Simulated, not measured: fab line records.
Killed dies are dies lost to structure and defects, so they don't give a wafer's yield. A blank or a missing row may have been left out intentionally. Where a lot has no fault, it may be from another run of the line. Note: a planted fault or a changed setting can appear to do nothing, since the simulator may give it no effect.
One fault seen from 2 desks	flow n5Finfet	each desk holds nothing but its own numbers, with what lay behind them at the end

== THE DEFECT DESK ==
Inspection counts along the route, by lot: the mean over sampled wafers that carry a number. A lot is out of limits, marked OUT, if its mean lies more than 4 standard deviations from the usual mean; the brackets give that distance.
Columns: A = rawDefectCount at N5_FIN_SAQP_INSPECT_18, usual 427
lot	first seen here	A
L253	day 1 22:11	378
L255	day 2 10:46	548
L256	day 2 16:25	458
L258	day 3 05:09	526
L259	day 3 10:37	251
L264	day 4 16:25	522
L265	day 4 22:13	620
L270	day 6 04:19	437
L271	day 6 09:35	405
L272	day 6 15:52	488
L273	day 6 21:38	567
L276	day 7 16:01	390
Finding of this desk: none of the 12 lots has anything out of limits.

== TOOL OWNER'S DESK, rieSi-04 ==
The tool's own readings at N5_FIN_SAQP_ETCH_65 (etches SiO2 in CF4, target depth 4 nm, time 4.4 s): means of the sampled wafers that have a number, for each lot that ran on this tool. A lot is out of limits, marked OUT, if its mean lies more than 4 standard deviations from the usual mean; the brackets give that distance.
Columns: A = drypumpMotorCurrentA at N5_FIN_SAQP_ETCH_65, usual 5.8 A; B = heBacksideLeakSccm at N5_FIN_SAQP_ETCH_65, usual 2.8 sccm; C = oesProductAu at N5_FIN_SAQP_ETCH_65, usual 0.995 a.u.; D = throttleValvePct at N5_FIN_SAQP_ETCH_65, usual 21.7 %
lot	first seen here	A	B	C	D
L253	day 2 00:31	5.6	2.7	1.008	21.6
L256	day 2 19:36	6.0	3.3	0.993	21.8
L258	day 3 07:29	5.4	3.1	1.019	21.7
L259	day 3 13:26	5.8	2.7	1.117 (+5.6) OUT	21.9
L264	day 4 18:53	5.5	3.1	1.186 (+8.7) OUT	21.8
L265	day 5 02:04	5.8	2.8	1.171 (+8.0) OUT	21.6
This desk's verdict: out of limits on L259, L264, L265, starting with L259 at day 3 13:26 (oesProductAu at N5_FIN_SAQP_ETCH_65). Within limits: L253, L256, L258.

== PUT TOGETHER ==
The tool owner's desk could have raised an alarm at day 3 13:26, on L259, L264, L265.
The defect desk saw nothing out of limits.
The defect desk has L259, L264, L265 on record, within its limits.
N5_FIN_SAQP_ETCH_65 was run on rieSi-04 by each of the lots named.

== WHAT THE SIMULATOR HAD INSERTED ==
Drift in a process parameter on rieSi-04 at N5_FIN_SAQP_ETCH_65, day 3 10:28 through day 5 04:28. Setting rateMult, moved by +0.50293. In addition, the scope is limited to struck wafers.
Struck lots among those shown: L259, L264, L265.
Hours from the fault's start to each desk's first reading out of limits: the tool owner's desk, 3.
